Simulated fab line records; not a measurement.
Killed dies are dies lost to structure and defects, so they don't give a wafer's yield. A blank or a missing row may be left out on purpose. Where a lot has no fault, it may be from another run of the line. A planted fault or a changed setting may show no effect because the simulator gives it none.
Tool commonality check / flow n5 finfet / Lots sampled 9, wafers sampled 27

THE REASON FOR OPENING IT
On 2 of the 9 lots, a flag is raised at N5_SD_EPI_P_EPI_MEAS_23 on the reading thk nm. No-fault wafers: 61.0 nm, standard deviation 1.1.
Rule: a lot is flagged in two cases, either no wafer of it has a number, or all its wafers with numbers fall more than 4 standard deviations from that mean. All remaining lots are regarded as sound.

lot=L859; measured=day 4 04:44; on=film metro-01; thk nm (nm), wafer by wafer=60.5 60.2 60.8; flag=
lot=L860; measured=day 4 08:32; on=film metro-02; thk nm (nm), wafer by wafer=1.4 0.7 1.3; flag=FLAGGED
lot=L861; measured=day 4 14:08; on=film metro-02; thk nm (nm), wafer by wafer=2.8 2.4 0.1; flag=FLAGGED
lot=L870; measured=day 7 00:50; on=film metro-01; thk nm (nm), wafer by wafer=60.9 59.1 61.7; flag=
lot=L871; measured=day 7 03:26; on=film metro-01; thk nm (nm), wafer by wafer=59.5 61.3 61.2; flag=
lot=L872; measured=day 7 08:40; on=film metro-01; thk nm (nm), wafer by wafer=61.7 61.9 60.4; flag=
lot=L873; measured=day 7 14:48; on=film metro-02; thk nm (nm), wafer by wafer=61.9 60.3 61.8; flag=
lot=L875; measured=day 8 07:43; on=film metro-01; thk nm (nm), wafer by wafer=59.8 59.8 59.1; flag=
lot=L878; measured=day 9 09:01; on=film metro-02; thk nm (nm), wafer by wafer=59.4 57.6 59.4; flag=
On average the flagged lots' numbers are 1.4 nm, which is -59.5 nm against the usual, or -54 standard deviations.

LOT BY LOT: THE TOOL USED
Before the reading, the record contains 4 process steps out of a 1938-step route. In each cell: the tool, then ch and the chambers that the sampled wafers went through, then the start.
lot=L859; flag=; N5_SPACER0_ALD_08=ald sin-01 ch 0,1,2, day 3 19:23; N5_SD_EPI_P_ETCH_37=rie diel-03 ch 0,1,3, day 4 01:17; N5_SD_EPI_P_ETCHBACK_46=rie diel-03 ch 0,1,3, day 4 01:36; N5_SD_EPI_P_STRIP_40=plasma asher-02 ch 0,1, day 4 02:01
lot=L860; flag=FLAGGED; N5_SPACER0_ALD_08=ald sin-04 ch 0,1, day 3 23:37; N5_SD_EPI_P_ETCH_37=rie diel-01 ch 2,3, day 4 05:03; N5_SD_EPI_P_ETCHBACK_46=rie diel-01 ch 2,3, day 4 05:23; N5_SD_EPI_P_STRIP_40=plasma asher-02 ch 0,1, day 4 05:49
lot=L861; flag=FLAGGED; N5_SPACER0_ALD_08=ald sin-04 ch 0,2, day 4 05:22; N5_SD_EPI_P_ETCH_37=rie diel-01 ch 0,1, day 4 10:41; N5_SD_EPI_P_ETCHBACK_46=rie diel-01 ch 0,1, day 4 11:01; N5_SD_EPI_P_STRIP_40=plasma asher-02 ch 0,1, day 4 11:26
lot=L870; flag=; N5_SPACER0_ALD_08=ald sin-04 ch 1,2, day 6 14:28; N5_SD_EPI_P_ETCH_37=rie diel-01 ch 0,1,2, day 6 20:32; N5_SD_EPI_P_ETCHBACK_46=rie diel-01 ch 0,1,2, day 6 20:52; N5_SD_EPI_P_STRIP_40=plasma asher-02 ch 0,1, day 6 21:17
lot=L871; flag=; N5_SPACER0_ALD_08=ald sin-04 ch 0,1,3, day 6 18:01; N5_SD_EPI_P_ETCH_37=rie diel-01 ch 1,2,3, day 6 23:08; N5_SD_EPI_P_ETCHBACK_46=rie diel-01 ch 1,2,3, day 6 23:28; N5_SD_EPI_P_STRIP_40=plasma asher-01 ch 0,1, day 6 23:53
lot=L872; flag=; N5_SPACER0_ALD_08=ald sin-04 ch 0,1,2, day 6 23:01; N5_SD_EPI_P_ETCH_37=rie diel-01 ch 0,1,3, day 7 04:20; N5_SD_EPI_P_ETCHBACK_46=rie diel-01 ch 0,1,3, day 7 04:40; N5_SD_EPI_P_STRIP_40=plasma asher-02 ch 0,1, day 7 05:05
lot=L873; flag=; N5_SPACER0_ALD_08=ald sin-01 ch 1,2, day 7 05:40; N5_SD_EPI_P_ETCH_37=rie diel-01 ch 1,2,3, day 7 11:20; N5_SD_EPI_P_ETCHBACK_46=rie diel-01 ch 1,2,3, day 7 11:39; N5_SD_EPI_P_STRIP_40=plasma asher-02 ch 0,1, day 7 12:04
lot=L875; flag=; N5_SPACER0_ALD_08=ald sin-04 ch 0,1, day 7 20:57; N5_SD_EPI_P_ETCH_37=rie diel-01 ch 0,2, day 8 03:25; N5_SD_EPI_P_ETCHBACK_46=rie diel-01 ch 0,2, day 8 03:45; N5_SD_EPI_P_STRIP_40=plasma asher-01 ch 0,1, day 8 04:10
lot=L878; flag=; N5_SPACER0_ALD_08=ald sin-04 ch 0,2, day 8 22:47; N5_SD_EPI_P_ETCH_37=rie diel-04 ch 0,1, day 9 04:42; N5_SD_EPI_P_ETCHBACK_46=rie diel-04 ch 0,1, day 9 05:01; N5_SD_EPI_P_STRIP_40=plasma asher-02 ch 0,1, day 9 05:28
What the steps here do:
- N5_SPACER0_ALD_08: deposits SiNx, target thk 2 nm.
- N5_SD_EPI_P_ETCH_37: etches SOC in N2/H2, overetch 108 nm, time 486 s.
- N5_SD_EPI_P_ETCHBACK_46: etches SiNx in CH3F/O2, stops on SiO2, target depth 17.5 nm.
- N5_SD_EPI_P_STRIP_40: strips in N2/H2.
- N5_SD_EPI_P_EPI_MEAS_23

FLAGGED OVER TOTAL, TOOL BY TOOL (the gauges that took the reading come last)
step=N5_SPACER0_ALD_08; tool=ald sin-01; lots run=2; flagged=0; share of the flagged lots=none; sound lots run after its first flagged lot=-
step=N5_SPACER0_ALD_08; tool=ald sin-04; lots run=7; flagged=2; share of the flagged lots=all; sound lots run after its first flagged lot=5 (L870,L871,L872,L875,L878)
step=N5_SD_EPI_P_ETCH_37; tool=rie diel-01; lots run=7; flagged=2; share of the flagged lots=all; sound lots run after its first flagged lot=5 (L870,L871,L872,L873,L875)
step=N5_SD_EPI_P_ETCH_37; tool=rie diel-03; lots run=1; flagged=0; share of the flagged lots=none; sound lots run after its first flagged lot=-
step=N5_SD_EPI_P_ETCH_37; tool=rie diel-04; lots run=1; flagged=0; share of the flagged lots=none; sound lots run after its first flagged lot=-
step=N5_SD_EPI_P_ETCHBACK_46; tool=rie diel-01; lots run=7; flagged=2; share of the flagged lots=all; sound lots run after its first flagged lot=5 (L870,L871,L872,L873,L875)
step=N5_SD_EPI_P_ETCHBACK_46; tool=rie diel-03; lots run=1; flagged=0; share of the flagged lots=none; sound lots run after its first flagged lot=-
step=N5_SD_EPI_P_ETCHBACK_46; tool=rie diel-04; lots run=1; flagged=0; share of the flagged lots=none; sound lots run after its first flagged lot=-
step=N5_SD_EPI_P_STRIP_40; tool=plasma asher-01; lots run=2; flagged=0; share of the flagged lots=none; sound lots run after its first flagged lot=-
step=N5_SD_EPI_P_STRIP_40; tool=plasma asher-02; lots run=7; flagged=2; share of the flagged lots=all; sound lots run after its first flagged lot=4 (L870,L872,L873,L878)
step=N5_SD_EPI_P_EPI_MEAS_23; tool=film metro-01; lots run=5; flagged=0; share of the flagged lots=none; sound lots run after its first flagged lot=-
step=N5_SD_EPI_P_EPI_MEAS_23; tool=film metro-02; lots run=4; flagged=2; share of the flagged lots=all; sound lots run after its first flagged lot=2 (L873,L878)

WHAT THE TABLE PERMITS
5 rows of the table ran every flagged lot: ald sin-04 at N5_SPACER0_ALD_08, rie diel-01 at N5_SD_EPI_P_ETCH_37, rie diel-01 at N5_SD_EPI_P_ETCHBACK_46, plasma asher-02 at N5_SD_EPI_P_STRIP_40, film metro-02 at N5_SD_EPI_P_EPI_MEAS_23.
- ald sin-04 at N5_SPACER0_ALD_08: 2 of its 7 lots flagged. Sound lots ran on it after the first flagged one (L870, L871, L872, L875, L878), which a lasting fault on the whole tool wouldn't allow.
- rie diel-01 at N5_SD_EPI_P_ETCH_37: 2 of its 7 lots flagged. Sound lots ran on it after the first flagged one (L870, L871, L872, L873, L875), which a lasting fault on the whole tool wouldn't allow.
- rie diel-01 at N5_SD_EPI_P_ETCHBACK_46: 2 of its 7 lots flagged. Sound lots ran on it after the first flagged one (L870, L871, L872, L873, L875), which a lasting fault on the whole tool wouldn't allow. On the flagged lots its readings are blank where sound lots have values: CH3F_flow_sccm, O2_flow_sccm, drypump motor current A, oes product au and 3 more.
- plasma asher-02 at N5_SD_EPI_P_STRIP_40: 2 of its 7 lots flagged. Sound lots ran on it after the first flagged one (L870, L872, L873, L878), which a lasting fault on the whole tool wouldn't allow.
- film metro-02 at N5_SD_EPI_P_EPI_MEAS_23: 2 of its 4 lots flagged. Sound lots ran on it after the first flagged one (L873, L878), which a lasting fault on the whole tool wouldn't allow.
There is no row in the table that ran each flagged lot and no sound lot after the first.

WHAT HAD BEEN PUT IN BY THE SIMULATOR
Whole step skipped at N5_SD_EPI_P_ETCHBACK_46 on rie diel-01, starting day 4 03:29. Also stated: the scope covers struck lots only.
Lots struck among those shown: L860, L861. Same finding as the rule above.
